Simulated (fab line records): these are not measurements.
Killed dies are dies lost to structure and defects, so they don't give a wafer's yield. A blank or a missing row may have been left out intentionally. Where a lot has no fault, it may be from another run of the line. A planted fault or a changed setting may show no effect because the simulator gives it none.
Which tool did it? ; flow nand-harc ; 13 lots with 39 wafers sampled at 5 steps, on a route of 1159 steps

WHAT THE GAUGES SHOWED, per wafer
NHARC_END_SORT_01.
lot;measured;on;killed-at-array;killed-at-other;killed-at-periphery;killed-dies;killed-open;killed-short
L403;day 23 10:49;prober-02;33 113 34;5 0 3;2 4 2;40 117 39;7 4 2;0 3 2
L406;day 23 12:23;prober-01;116 32 96;0 0 0;3 2 0;119 34 96;2 5 2;2 3 1

EACH LOT AND THE TOOL THAT RAN IT (in order: tool; ch and the chambers of the sampled wafers; start)
lot;NHARC_A_BLC_CVD_24;NHARC_A_BONDPAD_ETCH_34;NHARC_A_BONDPAD_DEGAS_25;NHARC_A_BONDPAD_PRE_CLEAN_26
L395;cvd-w-01 ch 1, day 17 20:37;rie-diel-07 ch 0,1, day 18 07:26;pvd-sputter-03, day 18 08:19;pvd-sputter-03, no start
L392;cvd-w-02 ch 0,1, day 18 01:04;rie-diel-05 ch 1,2, day 18 12:14;pvd-sputter-02, day 18 13:07;pvd-sputter-02, no start
L393;cvd-w-02 ch 0,1, day 18 01:17;rie-diel-07 ch 0,2, day 18 12:41;pvd-sputter-03, day 18 13:36;pvd-sputter-03, no start
L397;cvd-w-02 ch 0,1, day 18 01:43;rie-diel-04 ch 0,2, day 18 13:31;pvd-sputter-03, day 18 14:22;pvd-sputter-03, no start
L396;cvd-w-02 ch 0,1, day 18 05:16;rie-diel-04 ch 1,2, day 18 16:16;pvd-sputter-02, day 18 17:10;pvd-sputter-02, no start
L394;cvd-w-02 ch 0,1, day 18 06:14;rie-diel-04 ch 0,1, day 18 17:41;pvd-sputter-01, day 18 18:32;pvd-sputter-01, no start
L399;cvd-w-01 ch 0,1, day 19 09:01;rie-diel-04 ch 0,3, day 19 20:22;pvd-sputter-01, day 19 21:13;pvd-sputter-01, no start
L400;cvd-w-01 ch 0,1, day 20 07:15;rie-diel-07 ch 0,3, day 20 18:33;pvd-sputter-02, day 20 19:27;pvd-sputter-02, no start
L402;cvd-w-01 ch 0,1, day 20 09:31;rie-diel-04 ch 2,3, day 20 20:29;pvd-sputter-01, day 20 21:21;pvd-sputter-01, no start
L405;cvd-w-02 ch 0, day 21 03:04;rie-diel-04 ch 0,3, day 21 13:50;pvd-sputter-02, day 21 14:42;pvd-sputter-02, no start
L403;cvd-w-02 ch 0,1, day 21 11:13;rie-diel-04 ch 0,1,3, day 21 22:05;pvd-sputter-02, day 21 22:56;pvd-sputter-02, day 23 10:49 or earlier
L406;cvd-w-02 ch 0,1, day 21 12:33;rie-diel-04 ch 0,1,2, day 21 23:19;pvd-sputter-02, day 22 00:10;pvd-sputter-02, day 23 12:23 or earlier
L414;cvd-w-01 ch 0,1, day 23 09:22;rie-diel-07 ch 2,3, day 23 20:12;pvd-sputter-02, day 23 21:02;pvd-sputter-02, no start
- NHARC_A_BLC_CVD_24: deposits W, target thk 150 nm, time 434 s.
- NHARC_A_BONDPAD_ETCH_34: etches the open film in N2/H2, target depth 60 nm, overetch 18 nm, time 65.91 s.
- NHARC_A_BONDPAD_DEGAS_25: time 60 s.
- NHARC_A_BONDPAD_PRE_CLEAN_26: time 30 s.

AS READ BY THE TOOLS THEMSELVES (means over the sampled wafers that have a number; for cases with no such wafer, the mark the record gives instead)
NHARC_A_BLC_CVD_24.
lot;tool;chamber-pressure-Torr (Torr);heater-power-w (W);throttle-valve-pct (%)
L395;cvd-w-01;40.00;429;7.8
L392;cvd-w-02;40.02;444;8.2
L393;cvd-w-02;39.97;479;8.0
L397;cvd-w-02;40.00;447;8.3
L396;cvd-w-02;40.08;493;8.1
L394;cvd-w-02;40.14;489;8.2
L399;cvd-w-01;40.16;434;7.8
L400;cvd-w-01;40.03;433;7.6
L402;cvd-w-01;40.11;426;7.7
L405;cvd-w-02;39.97;527;7.9
L403;cvd-w-02;40.02;450;8.4
L406;cvd-w-02;40.10;492;8.3
L414;cvd-w-01;39.97;448;7.5

NHARC_A_BONDPAD_ETCH_34.
lot;tool;drypump-motor-current-A (A);oes-product-au (a.u.);rf-vpp-V (V);showerhead-plenum-p-Torr (Torr);throttle-valve-pct (%)
L395;rie-diel-07;6.1;1.006;431;2.05;14.167
L392;rie-diel-05;5.6;0.989;431;2.06;14.171
L393;rie-diel-07;6.5;1.008;432;2.09;14.176
L397;rie-diel-04;5.5;0.990;427;1.90;14.177
L396;rie-diel-04;5.8;0.997;429;2.02;14.175
L394;rie-diel-04;5.4;0.993;428;1.96;14.167
L399;rie-diel-04;5.6;0.986;429;2.00;14.177
L400;rie-diel-07;5.7;1.006;431;2.06;14.172
L402;rie-diel-04;6.0;0.977;428;2.00;14.164
L405;rie-diel-04;5.6;0.978;430;2.00;14.169
L403;rie-diel-04;5.8;0.985;431;2.05;14.162
L406;rie-diel-04;5.6;0.985;427;1.96;14.175
L414;rie-diel-07;5.6;1.004;434;2.15;14.176

NHARC_A_BONDPAD_DEGAS_25.
lot;tool;heater-power-w (W)
L395;pvd-sputter-03;528
L392;pvd-sputter-02;447
L393;pvd-sputter-03;480
L397;pvd-sputter-03;537
L396;pvd-sputter-02;444
L394;pvd-sputter-01;500
L399;pvd-sputter-01;542
L400;pvd-sputter-02;511
L402;pvd-sputter-01;488
L405;pvd-sputter-02;478
L403;pvd-sputter-02;476
L406;pvd-sputter-02;487
L414;pvd-sputter-02;478

NHARC_A_BONDPAD_PRE_CLEAN_26.
lot;tool;heater-power-w (W)
L395;pvd-sputter-03;452
L392;pvd-sputter-02;412
L393;pvd-sputter-03;468
L397;pvd-sputter-03;384
L396;pvd-sputter-02;383
L394;pvd-sputter-01;447
L399;pvd-sputter-01;464
L400;pvd-sputter-02;421
L402;pvd-sputter-01;476
L405;pvd-sputter-02;399
L403;pvd-sputter-02;420
L406;pvd-sputter-02;417
L414;pvd-sputter-02;420

THE ANSWER, worked out from the rows above alone
Rule: usual is defined by the lots themselves. The widest of any qualifying gaps counts: lots, ordered by their means at a reading, are off when they make up no more than a third of the lots, leave a main group of 4 or more, and stand apart from it by 3 or more times the standard deviation of that group's means. The tables above print the reading to a certain number of digits; a main group whose means all agree to those digits is not used. Also off: a lot with no number at a reading for which 4 or more lots have one. All remaining lots with rows at the step are treated as sound. After the gauges, taken in route order, come the tools' own readings; for these a lot's mean is taken, as printed above. The first step at which some lot is off is used, and at that step the reading that is off furthest; a lot without a number counts as furthest.
None of the lots is off at any reading shown; this tells nothing.

WHAT THE SIMULATOR PUT IN
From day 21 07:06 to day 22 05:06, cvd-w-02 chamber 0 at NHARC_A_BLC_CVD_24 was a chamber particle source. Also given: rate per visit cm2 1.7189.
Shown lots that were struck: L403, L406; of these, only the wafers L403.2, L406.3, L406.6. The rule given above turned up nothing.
